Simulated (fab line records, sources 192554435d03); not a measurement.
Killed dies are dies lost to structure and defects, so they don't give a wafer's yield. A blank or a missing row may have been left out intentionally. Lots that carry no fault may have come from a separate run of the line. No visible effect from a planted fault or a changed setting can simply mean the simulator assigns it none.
fab line records	flow n5Finfet
[record] lots = 7	wafers = 39
route steps=1938 shown PMOS_HMC_CHANNEL_EPI@57 SD_EPI_N@288 HKMG_FIN@403 GATE_CUT@466 BEOL_M0@738 BEOL_M1@818 BEOL_M3@931 BEOL_M5@1112 BEOL_M11@1587 BEOL_M12@1656 BEOL_M15@1809 PASSIVATION@1936
startH: hours from the record's opening day to when the first of the lot's shown wafers began	waitH: hours elapsed since this lot's preceding step	" as in the row above	L1.1+2: one row covering several wafers at once	- either no value or no given start	* or withheld: withheld	< > ~ a bound
route shown NAME@n: a module of which the file shows steps, and the number in the route of the first	usual: average and standard deviation across the fault-free wafers	same: alike in all rows	chamber/n: place in a boat	sites: per-site readings	_std_site: how widely they spread, as a standard deviation	_edge_site: mean of outer sites minus mean of inner sites	radiusMm: for every site, how far away it sits from the centre of the wafer	mask NAME#n: copy n	behind: tool/chamber where the wafer was last shaped	hold: what put the lot on hold/how long, in hours/how the hold closed	device: transistor that didn't switch, given as n, p or np	end of line: the same wafers' tests at the end of the route	step lacking rows: just its recipe	killed: the dies lost at the first sort to structure and to defects; this is not the yield of the wafer	map: a wafer's dies, marking killed ones x, the rest . and places with no die _
set.NAME: the run value of the setting; set.NAME@STEP: its run value at that earlier step	model.NAME: the simulator's own value behind a step, which no gauge read
lots where settings were altered on purpose, with a table for each step and a row for each wafer
[[steps]]
[step N5_PMOS_HMC_CHANNEL_EPI_HM_DEP_34]
[recipe] material = SiO2	targetThkA = 360	tempC = 400	precursor = TEOS/O2	pressureTorr = 6.5	rfW = 900	teosFlowSccm = 161.4	gas = O2	flowSccm = 2650	timeS = 6.9
[step N5_SD_EPI_N_EPI_21]
[recipe] material = Si:P	dopant = P	tempC = 680	pressureTorr = 255	timeS = 690
[step N5_HKMG_FIN_ETCH_55]
[recipe] chemistry = N2/H2	target = SOC	targetDepthA = 2400	tempC = 40	timeS = 300	ionEnergyEv = 200	maskMaterial = SiARC	pressureMtorr = 30	sourceW = 840	biasW = 150	n2FlowSccm = 200	h2FlowSccm = 200
[step N5_GATE_CUT_ETCH_56]
[recipe] chemistry = Cl2/Ar	target = TiN	targetDepthA = 216	pressureMtorr = 10	icpW = 600	biasW = 60	Cl2_flow_sccm = 40	Ar_flow_sccm = 60
[step N5_BEOL_M0_SPUTTER_134]
[recipe] material = Cu	targetThkA = 40	tempC = -20	chamberPressurePa = 0.07	powerW = withheld	timeS = 7.37
[step N5_BEOL_M1_SPUTTER_81]
[recipe] material = Cu	targetThkA = 45	tempC = -20	chamberPressurePa = 0.07	powerW = withheld	timeS = 8.29
[step N5_BEOL_M3_ILD_DEP_00]
[recipe] material = SiOC	targetThkA = 790	tempC = 350	precursor = DEMS/O2	pressureTorr = 5	rfW = 500	timeS = 15.3
[step N5_BEOL_M5_ILD_DEP_00]
[recipe] material = SiCOH_lowk	targetThkA = 1406.4	tempC = 300	precursor = DEMS/porogen	pressureTorr = 5	rfW = 500	timeS = 25.9
[step N5_BEOL_M11_CURE_72]
[recipe] tempC = 370	timeS = 120	ambient = DMADMS/He	material = SiCOH_lowk
[step N5_BEOL_M12_DEP_53]
[recipe] material = SiCN	targetThkA = 300	tempC = withheld	precursor = 3MS/NH3	pressureTorr = 3	rfW = 675	timeS = 10.5
[step N5_BEOL_M15_TRENCH_ETCH_34]
[recipe] chemistry = C4F8/O2/Ar	target = SiO2	targetDepthA = 8729.3	heInnerTorr = 15	heOuterTorr = 30	timeS = 199	ionEnergyEv = 800	pressureMtorr = 20	sourceW = 1905	biasW = 2040	Ar_flow_sccm = 400	C4F8_flow_sccm = 16	O2_flow_sccm = 12
[step N5_PASSIVATION_PROBE_49]
[usual] killed_at_M0_to_M3 = 33/9.9
lot.wafer	tool	chamber	startH	waitH	set.targetThkA@PMOS_HMC_CHANNEL_EPI_HM_DEP_34	set.epiGrowthTimeS@SD_EPI_N_EPI_21	set.timeS@HKMG_FIN_ETCH_55	set.targetDepthA@GATE_CUT_ETCH_56	set.timeS@BEOL_M0_SPUTTER_134	set.targetThkA@BEOL_M1_SPUTTER_81	set.timeS@BEOL_M3_ILD_DEP_00	set.timeS@BEOL_M5_ILD_DEP_00	set.timeS@BEOL_M11_CURE_72	set.targetThkA@BEOL_M12_DEP_53	set.timeS@BEOL_M15_TRENCH_ETCH_34	killed_at_M0_to_M3
L076.1	prober-01	-	277.56	0.0	360	690	300	271.7	10.33	51.93	15.3	34.38	96.45	300	97.07	22
L076.2	prober-01	-	277.61	0.1	360	690	207.6	216	7.37	51.93	15.3	25.9	120	300	199	25
L076.3	prober-01	-	277.66	0.1	360	690	207.6	216	7.37	45	15.3	34.38	120	300	199	37
L076.4	prober-01	-	277.71	0.2	207.9	690	300	216	10.33	45	15.3	34.38	96.45	300	97.07	29
L076.5	prober-01	-	277.76	0.2	207.9	690	207.6	271.7	10.33	51.93	15.3	25.9	120	300	97.07	26
L076.6	prober-01	-	277.81	0.3	207.9	690	300	271.7	7.37	45	15.3	25.9	96.45	300	199	48
L077.1	prober-02	-	279.17	0.0	360	690	428.1	147.9	7.37	45	11.56	25.9	185.6	148.3	142.1	172
L077.2	prober-02	-	279.22	0.1	360	1068	300	216	7.37	45	15.3	14.02	120	300	142.1	48
L077.3	prober-02	-	279.27	0.1	430.8	690	300	147.9	11.02	45	15.3	25.9	185.6	300	199	41
L077.4	prober-02	-	279.32	0.2	430.8	1068	300	147.9	11.02	45	11.56	14.02	185.6	148.3	199	406
L077.5	prober-02	-	279.37	0.2	430.8	1068	428.1	216	7.37	45	15.3	25.9	120	148.3	199	27
L077.6	prober-02	-	279.42	0.3	360	690	428.1	216	11.02	45	11.56	14.02	120	300	142.1	304
L082.1	prober-01	-	304.99	0.0	360	690	460.6	143.1	7.37	45	15.3	25.9	120	300	85.75	27
L082.2	prober-01	-	305.04	0.1	228.3	900.5	300	216	7.37	45	15.3	25.9	120	127.3	199	37
L082.3	prober-01	-	305.09	0.1	228.3	690	460.6	216	7.37	33.02	15.3	25.9	83.03	300	199	57
L082.4	prober-01	-	305.14	0.2	360	900.5	300	143.1	11.69	33.02	15.3	25.9	83.03	127.3	85.75	37
L082.5	prober-01	-	305.19	0.2	360	900.5	460.6	216	11.69	45	15.3	25.9	83.03	300	85.75	27
L082.6	prober-01	-	305.24	0.3	228.3	690	300	143.1	11.69	33.02	15.3	25.9	120	127.3	199	38
L080.1	prober-01	-	305.67	0.0	177.2	690	300	216	7.37	21.43	15.3	25.9	187.3	300	199	32
L080.2	prober-01	-	305.72	0.1	360	690	451.1	267.7	7.37	21.43	22.82	25.9	120	300	199	1094
L080.3	prober-01	-	305.77	0.1	360	690	300	216	7.37	45	15.3	25.9	187.3	210.6	199	43
L080.4	prober-01	-	305.82	0.2	177.2	690	451.1	267.7	7.37	45	15.3	25.9	120	210.6	104.7	35
L080.5	prober-01	-	305.87	0.2	177.2	690	300	267.7	7.37	21.43	22.82	25.9	120	210.6	104.7	1065
L080.6	prober-01	-	305.92	0.3	360	690	451.1	216	7.37	45	22.82	25.9	187.3	300	104.7	1087
L089.1	prober-01	-	362.31	0.0	447.4	690	300	216	10.34	68.08	21.37	35.5	163.9	300	199	1104
L089.2	prober-01	-	362.36	0.1	447.4	308.1	442.1	312.3	7.37	68.08	15.3	25.9	163.9	300	199	26
L089.3	prober-01	-	362.41	0.1	360	690	442.1	312.3	10.34	68.08	21.37	25.9	120	446.5	199	1132
L089.4	prober-01	-	362.46	0.2	360	690	300	216	7.37	45	21.37	25.9	120	446.5	199	1111
L089.5	prober-01	-	362.51	0.2	447.4	308.1	442.1	216	7.37	45	15.3	35.5	120	300	199	25
L089.6	prober-01	-	362.56	0.3	360	308.1	300	312.3	10.34	45	15.3	35.5	163.9	446.5	199	14
L096.3	prober-01	-	437.78	0.1	360	690	300	216	7.37	45	15.3	25.9	120	300	199	26
L096.5	prober-01	-	437.88	0.2	360	690	300	216	7.37	45	15.3	25.9	120	300	199	37
L096.6	prober-01	-	437.93	0.3	360	690	300	216	7.37	45	15.3	25.9	120	300	199	64
L097.1	prober-02	-	461.80	0.0	487.4	690	300	216	7.37	45	17.74	21.61	120	300	199	34
L097.2	prober-02	-	461.85	0.1	360	298.5	300	146.8	5.132	45	15.3	25.9	120	382.4	199	30
L097.3	prober-02	-	461.90	0.1	487.4	690	379.2	146.8	5.132	45	17.74	25.9	120	300	199	22
L097.4	prober-02	-	461.95	0.2	360	690	379.2	216	7.37	45	15.3	25.9	120	382.4	199	33
L097.5	prober-02	-	462.00	0.2	487.4	298.5	379.2	216	5.132	45	17.74	21.61	120	382.4	199	40
L097.6	prober-02	-	462.05	0.3	360	298.5	300	146.8	7.37	45	15.3	21.61	120	300	199	40
// killed by level:class
L076.1 BEOL_M15:areaEcd=144 FIN_SAQP:geometricParticle:open=11 MOL_CONTACT_COAG:geometricParticle:open=11 GATE_CUT:geometricParticle:short=9 FIN_SAQP:geometricParticle:short=8 BEOL_M0_SAQP:geometricParticle:open=8 BEOL_M4:geometricParticle:open=7 GATE_CUT:geometricParticle:open=5
L076.2 FIN_SAQP:geometricParticle:short=13 FIN_SAQP:geometricParticle:open=11 STI_FIN_REVEAL:geometricParticle:open=8 MOL_CONTACT_COAG:geometricParticle:open=8 BEOL_M2:geometricParticle:open=8 BEOL_M4:geometricParticle:open=6 BEOL_M3:geometricParticle:open=5 DUMMY_GATE:geometricParticle:open=4
L076.3 MOL_CONTACT_COAG:geometricParticle:open=15 BEOL_M0_SAQP:geometricParticle:open=14 FIN_SAQP:geometricParticle:short=13 BEOL_M0_SAQP:geometricParticle:short=13 FIN_SAQP:geometricParticle:open=11 BEOL_M4:geometricParticle:open=8 BEOL_M2:geometricParticle:open=5 STARTING-WAFER:geometricParticle:short=3
L076.4 BEOL_M15:areaEcd=184 MOL_CONTACT_COAG:geometricParticle:open=10 BEOL_M2:geometricParticle:open=8 FIN_SAQP:geometricParticle:short=6 BEOL_M3:geometricParticle:open=6 MOL_CONTACT_COAG:geometricParticle:short=5 BEOL_M4:geometricParticle:short=5 BEOL_M4:geometricParticle:open=4
L076.5 BEOL_M15:areaEcd=126 FIN_SAQP:geometricParticle:short=18 MOL_CONTACT_COAG:geometricParticle:open=13 FIN_SAQP:geometricParticle:open=9 BEOL_M3:geometricParticle:open=9 GATE_CUT:geometricParticle:short=8 BEOL_M2:geometricParticle:open=5 STARTING-WAFER:geometricParticle:short=5
L076.6 FIN_SAQP:geometricParticle:short=18 FIN_SAQP:geometricParticle:open=15 MOL_CONTACT_COAG:geometricParticle:open=15 BEOL_M0_SAQP:geometricParticle:short=12 BEOL_M3:geometricParticle:open=12 BEOL_M4:geometricParticle:open=11 BEOL_M0_SAQP:geometricParticle:open=10 MOL_CONTACT_COAG:geometricParticle:short=6
L077.1 BEOL_M3:areaEcd=145 MOL_CONTACT_COAG:geometricParticle:open=11 GATE_CUT:geometricParticle:short=8 STI_FIN_REVEAL:geometricParticle:open=6 BEOL_M2:geometricParticle:open=6 GATE_CUT:geometricParticle:open=5 BEOL_M0_SAQP:geometricParticle:short=5 BEOL_M0_SAQP:geometricParticle:open=5
L077.2 BEOL_M5:areaDep=1000 STI_FIN_REVEAL:geometricParticle:open=23 BEOL_M0_SAQP:geometricParticle:open=15 BEOL_M0_SAQP:geometricParticle:short=11 STI_FIN_REVEAL:geometricParticle:short=7 BEOL_M1:geometricParticle:open=6 BEOL_M4:geometricParticle:open=6 GATE_CUT:geometricParticle:short=5
L077.3 STI_FIN_REVEAL:geometricParticle:open=17 BEOL_M0_SAQP:geometricParticle:short=11 GATE_CUT:geometricParticle:short=9 FIN_SAQP:geometricParticle:short=8 BEOL_M2:geometricParticle:open=8 BEOL_M3:geometricParticle:open=8 FIN_SAQP:geometricParticle:open=7 BEOL_M4:geometricParticle:open=7
L077.4 BEOL_M5:areaDep=682 BEOL_M3:areaEcd=373 STI_FIN_REVEAL:geometricParticle:open=15 GATE_CUT:geometricParticle:open=9 GATE_CUT:geometricParticle:short=8 BEOL_M0_SAQP:geometricParticle:open=8 BEOL_M2:geometricParticle:open=7 BEOL_M4:geometricParticle:open=7
L077.5 STI_FIN_REVEAL:geometricParticle:open=17 MOL_CONTACT_COAG:geometricParticle:open=8 BEOL_M0_SAQP:geometricParticle:open=7 BEOL_M0_SAQP:geometricParticle:short=5 GATE_CUT:geometricParticle:short=4 MOL_CONTACT_COAG:geometricParticle:short=4 BEOL_M1:geometricParticle:open=4 FIN_SAQP:geometricParticle:open=3
L077.6 BEOL_M5:areaDep=808 BEOL_M3:areaEcd=256 STI_FIN_REVEAL:geometricParticle:open=15 BEOL_M1:geometricParticle:open=11 BEOL_M0_SAQP:geometricParticle:short=10 GATE_CUT:geometricParticle:short=8 BEOL_M4:geometricParticle:open=8 BEOL_M3:geometricParticle:open=7
L082.1 BEOL_M15:areaEcd=390 FIN_SAQP:geometricParticle:short=19 FIN_SAQP:geometricParticle:open=7 STI_FIN_REVEAL:geometricParticle:open=6 BEOL_M0_SAQP:geometricParticle:open=6 BEOL_M4:geometricParticle:open=6 SPACER0:geometricParticle:open=5 MOL_CONTACT_COAG:geometricParticle:open=5
L082.2 GATE_CUT:geometricParticle:short=10 BEOL_M0_SAQP:geometricParticle:open=7 BEOL_M3:geometricParticle:open=7 MOL_CONTACT_COAG:geometricParticle:open=6 BEOL_M1:geometricParticle:open=6 BEOL_M0_SAQP:geometricParticle:short=5 BEOL_M2:geometricParticle:open=5 BEOL_M1:geometricParticle:short=4
L082.3 FIN_SAQP:geometricParticle:short=14 BEOL_M3:geometricParticle:open=14 STI_FIN_REVEAL:geometricParticle:open=13 BEOL_M0_SAQP:geometricParticle:short=12 DUMMY_GATE:geometricParticle:open=9 BEOL_M0_SAQP:geometricParticle:open=9 FIN_SAQP:geometricParticle:open=7 MOL_CONTACT_COAG:geometricParticle:open=7
L082.4 BEOL_M15:areaEcd=438 STI_FIN_REVEAL:geometricParticle:open=30 BEOL_M3:geometricParticle:open=7 MOL_CONTACT_COAG:geometricParticle:open=7 BEOL_M0_SAQP:geometricParticle:short=7 FIN_SAQP:geometricParticle:short=6 BEOL_M0_SAQP:geometricParticle:open=6 BEOL_M4:geometricParticle:short=6
L082.5 BEOL_M15:areaEcd=405 STI_FIN_REVEAL:geometricParticle:open=16 FIN_SAQP:geometricParticle:short=13 MOL_CONTACT_COAG:geometricParticle:open=6 BEOL_M3:geometricParticle:open=6 BEOL_M4:geometricParticle:short=5 DUMMY_GATE:geometricParticle:open=4 BEOL_M0_SAQP:geometricParticle:open=4
L082.6 FIN_SAQP:geometricParticle:short=11 BEOL_M0_SAQP:geometricParticle:open=10 BEOL_M2:geometricParticle:open=10 STI_FIN_REVEAL:geometricParticle:open=8 MOL_CONTACT_COAG:geometricParticle:open=8 FIN_SAQP:geometricParticle:open=7 BEOL_M0_SAQP:geometricParticle:short=7 BEOL_M1:geometricParticle:open=5
L080.1 FIN_SAQP:geometricParticle:short=26 BEOL_M4:geometricParticle:open=22 FIN_SAQP:geometricParticle:open=15 MOL_CONTACT_COAG:geometricParticle:open=8 BEOL_M0_SAQP:geometricParticle:open=6 STI_FIN_REVEAL:geometricParticle:open=6 GATE_CUT:geometricParticle:short=6 BEOL_M2:geometricParticle:short=5
L080.2 BEOL_M3:areaDep=1055 BEOL_M4:geometricParticle:open=16 BEOL_M0_SAQP:geometricParticle:open=12 MOL_CONTACT_COAG:geometricParticle:open=12 GATE_CUT:geometricParticle:short=11 FIN_SAQP:geometricParticle:short=10 BEOL_M2:geometricParticle:open=8 BEOL_M0_SAQP:geometricParticle:short=7
L080.3 FIN_SAQP:geometricParticle:open=16 STI_FIN_REVEAL:geometricParticle:open=12 BEOL_M0_SAQP:geometricParticle:short=12 FIN_SAQP:geometricParticle:short=11 DUMMY_GATE:geometricParticle:open=9 BEOL_M4:geometricParticle:open=9 MOL_CONTACT_COAG:geometricParticle:open=7 BEOL_M0_SAQP:geometricParticle:open=7
L080.4 BEOL_M15:areaEcd=66 BEOL_M4:geometricParticle:open=15 FIN_SAQP:geometricParticle:short=11 STI_FIN_REVEAL:geometricParticle:open=11 BEOL_M0_SAQP:geometricParticle:short=10 BEOL_M0_SAQP:geometricParticle:open=10 FIN_SAQP:geometricParticle:open=9 MOL_CONTACT_COAG:geometricParticle:open=9
L080.5 BEOL_M3:areaDep=1014 MOL_CONTACT_COAG:geometricParticle:open=18 FIN_SAQP:geometricParticle:open=16 BEOL_M0_SAQP:geometricParticle:short=16 STI_FIN_REVEAL:geometricParticle:open=15 FIN_SAQP:geometricParticle:short=11 BEOL_M4:geometricParticle:open=8 STI_FIN_REVEAL:geometricParticle:short=7
L080.6 BEOL_M3:areaDep=1057 BEOL_M4:geometricParticle:open=14 FIN_SAQP:geometricParticle:open=12 FIN_SAQP:geometricParticle:short=11 BEOL_M0_SAQP:geometricParticle:open=11 STI_FIN_REVEAL:geometricParticle:open=8 MOL_CONTACT_COAG:geometricParticle:open=6 DUMMY_GATE:geometricParticle:open=5
L089.1 BEOL_M3:areaDep=1085 FIN_SAQP:geometricParticle:open=10 MOL_CONTACT_COAG:geometricParticle:open=9 FIN_SAQP:geometricParticle:short=8 BEOL_M1:geometricParticle:open=8 DUMMY_GATE:geometricParticle:open=5 GATE_CUT:geometricParticle:short=5 BEOL_M7:geometricParticle:open=4
L089.2 GATE_CUT:geometricParticle:short=8 FIN_SAQP:geometricParticle:open=7 BEOL_M3:geometricParticle:open=7 STI_FIN_REVEAL:geometricParticle:open=7 BEOL_M0_SAQP:geometricParticle:open=6 MOL_CONTACT_COAG:geometricParticle:open=5 STARTING-WAFER:geometricParticle:open=4 BEOL_M2:geometricParticle:open=4
L089.3 BEOL_M3:areaDep=1110 MOL_CONTACT_COAG:geometricParticle:open=9 BEOL_M1:geometricParticle:open=7 BEOL_M5:geometricParticle:open=6 FIN_SAQP:geometricParticle:open=5 BEOL_M4:geometricParticle:open=5 BEOL_M0_SAQP:geometricParticle:short=4 DUMMY_GATE:geometricParticle:open=3
L089.4 BEOL_M3:areaDep=1091 FIN_SAQP:geometricParticle:open=12 MOL_CONTACT_COAG:geometricParticle:open=8 STI_FIN_REVEAL:geometricParticle:open=7 BEOL_M1:geometricParticle:open=6 GATE_CUT:geometricParticle:open=5 BEOL_M0_SAQP:geometricParticle:open=4 PASS1_CAP:geometricParticle:short=4
L089.5 BEOL_M5:areaEtch=1080 FIN_SAQP:geometricParticle:short=13 FIN_SAQP:geometricParticle:open=11 STI_FIN_REVEAL:geometricParticle:open=11 BEOL_M0_SAQP:geometricParticle:short=5 BEOL_M0_SAQP:geometricParticle:open=5 BEOL_M3:geometricParticle:open=5 BEOL_M5:geometricParticle:open=5
L089.6 BEOL_M5:areaEtch=1095 MOL_CONTACT_COAG:geometricParticle:open=10 BEOL_M4:geometricParticle:open=7 FIN_SAQP:geometricParticle:short=6 STI_FIN_REVEAL:geometricParticle:open=6 BEOL_M0_SAQP:geometricParticle:open=5 BEOL_M0_SAQP:geometricParticle:short=5 BEOL_M5:geometricParticle:open=5
L096.3 MOL_CONTACT_COAG:geometricParticle:open=14 STI_FIN_REVEAL:geometricParticle:open=13 BEOL_M0_SAQP:geometricParticle:short=11 FIN_SAQP:geometricParticle:open=9 FIN_SAQP:geometricParticle:short=8 STARTING-WAFER:geometricParticle:short=5 DUMMY_GATE:geometricParticle:open=3 MOL_CONTACT_COAG:geometricParticle:short=3
L096.5 STI_FIN_REVEAL:geometricParticle:open=27 BEOL_M0_SAQP:geometricParticle:short=15 MOL_CONTACT_COAG:geometricParticle:open=10 STARTING-WAFER:geometricParticle:open=8 BEOL_M0_SAQP:geometricParticle:open=7 FIN_SAQP:geometricParticle:short=6 BEOL_M0:geometricParticle:open=6 FIN_SAQP:geometricParticle:open=5
L096.6 BEOL_M0_SAQP:geometricParticle:short=23 BEOL_M0_SAQP:geometricParticle:open=20 STI_FIN_REVEAL:geometricParticle:open=17 FIN_SAQP:geometricParticle:open=14 BEOL_M2:geometricParticle:open=11 MOL_CONTACT_COAG:geometricParticle:open=10 FIN_SAQP:geometricParticle:short=8 BEOL_M5:geometricParticle:open=6
L097.1 BEOL_M3:geometricParticle:open=11 BEOL_M4:geometricParticle:open=11 STI_FIN_REVEAL:geometricParticle:open=8 BEOL_M0_SAQP:geometricParticle:short=7 BEOL_M0_SAQP:geometricParticle:open=7 FIN_SAQP:geometricParticle:short=5 HKMG_FIN:areaEtch=5 FIN_SAQP:geometricParticle:open=4
L097.2 FIN_SAQP:geometricParticle:open=9 FIN_SAQP:geometricParticle:short=7 STI_FIN_REVEAL:geometricParticle:open=7 MOL_CONTACT_COAG:geometricParticle:open=7 BEOL_M1:geometricParticle:open=5 BEOL_M2:geometricParticle:open=5 BEOL_M5:geometricParticle:open=5 BEOL_M2:geometricParticle:short=4
L097.3 FIN_SAQP:geometricParticle:open=24 STI_FIN_REVEAL:geometricParticle:open=12 BEOL_M4:geometricParticle:open=7 FIN_SAQP:geometricParticle:short=6 BEOL_M0_SAQP:geometricParticle:open=6 BEOL_M2:geometricParticle:open=6 GATE_CUT:geometricParticle:short=4 MOL_CONTACT_COAG:geometricParticle:open=4
L097.4 FIN_SAQP:geometricParticle:open=16 BEOL_M0_SAQP:geometricParticle:open=9 BEOL_M1:geometricParticle:open=9 MOL_CONTACT_COAG:geometricParticle:open=8 STI_FIN_REVEAL:geometricParticle:open=7 FIN_SAQP:geometricParticle:short=6 BEOL_M0_SAQP:geometricParticle:short=6 DUMMY_GATE:geometricParticle:open=5
L097.5 BEOL_M0_SAQP:geometricParticle:open=13 BEOL_M0_SAQP:geometricParticle:short=10 BEOL_M4:geometricParticle:open=7 STI_FIN_REVEAL:geometricParticle:open=6 BEOL_M3:geometricParticle:open=6 DUMMY_GATE:geometricParticle:open=5 BEOL_M1:geometricParticle:open=5 FIN_SAQP:geometricParticle:short=4
L097.6 BEOL_M0_SAQP:geometricParticle:open=16 STI_FIN_REVEAL:geometricParticle:open=10 BEOL_M4:geometricParticle:open=9 FIN_SAQP:geometricParticle:open=6 BEOL_M1:geometricParticle:open=6 MOL_CONTACT_COAG:geometricParticle:open=6 BEOL_M2:geometricParticle:open=5 BEOL_M3:geometricParticle:open=5
[[key]]
[split] step = N5_PMOS_HMC_CHANNEL_EPI_HM_DEP_34	setting = targetThkA	statedAs = 360
response none clear
[split] step = N5_SD_EPI_N_EPI_21	setting = epiGrowthTimeS	statedAs = 690
response none clear
[split] step = N5_HKMG_FIN_ETCH_55	setting = timeS	statedAs = 300
response none clear
[split] step = N5_GATE_CUT_ETCH_56	setting = targetDepthA	statedAs = 216
response none clear
[split] step = N5_BEOL_M0_SPUTTER_134	setting = timeS	statedAs = 7.37
response none clear
[split] step = N5_BEOL_M1_SPUTTER_81	setting = targetThkA	statedAs = 45
response none clear
[split] step = N5_BEOL_M3_ILD_DEP_00	setting = timeS	statedAs = 15.3
[response] step = N5_PASSIVATION_PROBE_49	reading = killed_at_M0_to_M3	slope = +19.5	per = 1%	togetherWith = all	explained = 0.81
[split] step = N5_BEOL_M5_ILD_DEP_00	setting = timeS	statedAs = 25.9
response none clear
[split] step = N5_BEOL_M11_CURE_72	setting = timeS	statedAs = 120
response none clear
[split] step = N5_BEOL_M12_DEP_53	setting = targetThkA	statedAs = 300
response none clear
[split] step = N5_BEOL_M15_TRENCH_ETCH_34	setting = timeS	statedAs = 199
response none clear
